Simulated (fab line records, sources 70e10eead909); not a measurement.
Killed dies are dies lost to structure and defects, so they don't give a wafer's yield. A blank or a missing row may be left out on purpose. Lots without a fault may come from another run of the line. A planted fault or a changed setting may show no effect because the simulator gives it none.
Problem report in the 8D (eight disciplines) form, filled by code | flow nand_harc | the parts of the form that need people (team, actions taken, sign-off) are left out

1. THE PROBLEM
killed_at_array at NHARC_END_SORT_01 reads a mean of 671 on 6 wafers of 2 lots; wafers without a fault read 55 with a standard deviation of 15. That is +41 standard deviations from the usual mean.
First seen on wafer L957.1, day 30 00:23, on prober-02. The record holds 6 wafers of 2 lots with a number at this step. Rule for "out", or "out of limits": more than 4 standard deviations from the usual mean. The other wafers with a number count as sound.

2. WHAT IT IS AND WHAT IT IS NOT
question                    | is                           | is not
which readings at this step | killed_at_array, killed_dies | killed_at_other, killed_at_periphery, killed_open, killed_short
which lots                  | L957, L958                   | -
which wafers of those lots  | all that have a number       | -
read on which gauges        | prober-02                    | -
when                        | from day 30 00:23            | up to then (0 sound wafers)

3. SUSPECTS, AND WHAT RULES EACH OUT
Counting: a tool at a process step up to the reading stays a suspect if it ran every lot that is out and no sound lot after the first of them.
- the gauge at NHARC_END_SORT_01: kept. All the wafers that are out were read on prober-02, and no step on other tools shows them out.
- rie_diel-07 at NHARC_A_STAIRCASE_TRIM_187 (chemistry O2, time 211.2 s): kept. It ran every lot that is out, first L957 (day 21 11:12), and no sound lot after that.
- rie_diel-07 at NHARC_A_STAIRCASE_TRIM_189 (chemistry O2, time 211.2 s): kept. It ran every lot that is out, first L957 (day 21 11:26), and no sound lot after that.
- rie_diel-07 at NHARC_A_STAIRCASE_TRIM_193 (chemistry O2, time 211.2 s): kept. It ran every lot that is out, first L957 (day 21 12:15), and no sound lot after that. NHARC_A_STAIRCASE_TRIM_193 gives no start for some lots, so the hours and the order of its lots are those of NHARC_A_STAIRCASE_TRIM_196.
Left after counting: rie_diel-07 at NHARC_A_STAIRCASE_TRIM_187, rie_diel-07 at NHARC_A_STAIRCASE_TRIM_189, rie_diel-07 at NHARC_A_STAIRCASE_TRIM_193, prober-02 at NHARC_END_SORT_01.

4. THE CAUSE (what the simulator had put in)
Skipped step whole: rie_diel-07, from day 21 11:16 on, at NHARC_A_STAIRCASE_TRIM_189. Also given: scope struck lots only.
Counting left 4 suspects, and this tool is among them.

5. THE CHAIN OF EFFECTS, in route order
Each row: a reading whose mean over the struck wafers that have a number lies more than 3 standard deviations from the usual. Only readings for which the record gives a usual standard deviation are gone through. hours: the time from each lot's start at the first step in this table that gives one to its start at this step, as a median over the lots. sigmas: the change in usual standard deviations.
hours | step              | reading         | usual | on struck wafers | change | sigmas
0     | NHARC_END_SORT_01 | killed_at_array | 55    | 671              | +616   | +41
0     | NHARC_END_SORT_01 | killed_dies     | 59    | 677              | +618   | +41
Readings that are blank on the struck wafers while sound wafers have them: chamber_pressure_mTorr at NHARC_A_STAIRCASE_TRIM_189; drypump_motor_current_A at NHARC_A_STAIRCASE_TRIM_189; oes_product_au at NHARC_A_STAIRCASE_TRIM_189; rf_vpp_V at NHARC_A_STAIRCASE_TRIM_189; showerhead_plenum_p_Torr at NHARC_A_STAIRCASE_TRIM_189; throttle_valve_pct at NHARC_A_STAIRCASE_TRIM_189.

6. WHAT WOULD HAVE CAUGHT IT SOONER
In this record the first reading out of limits at a measuring or inspecting step was taken at day 30 00:23, 205 hours after the fault began at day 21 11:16.
At NHARC_A_STAIRCASE_TRIM_189 the tool's readings are blank on the struck wafers, where sound wafers have them: an empty tool record is the first sign, and it was there at once.
All the lots that are out (2) had begun NHARC_A_STAIRCASE_TRIM_189 on rie_diel-07 by day 30 00:23. A hold on the tool at that time would have spared none of them.
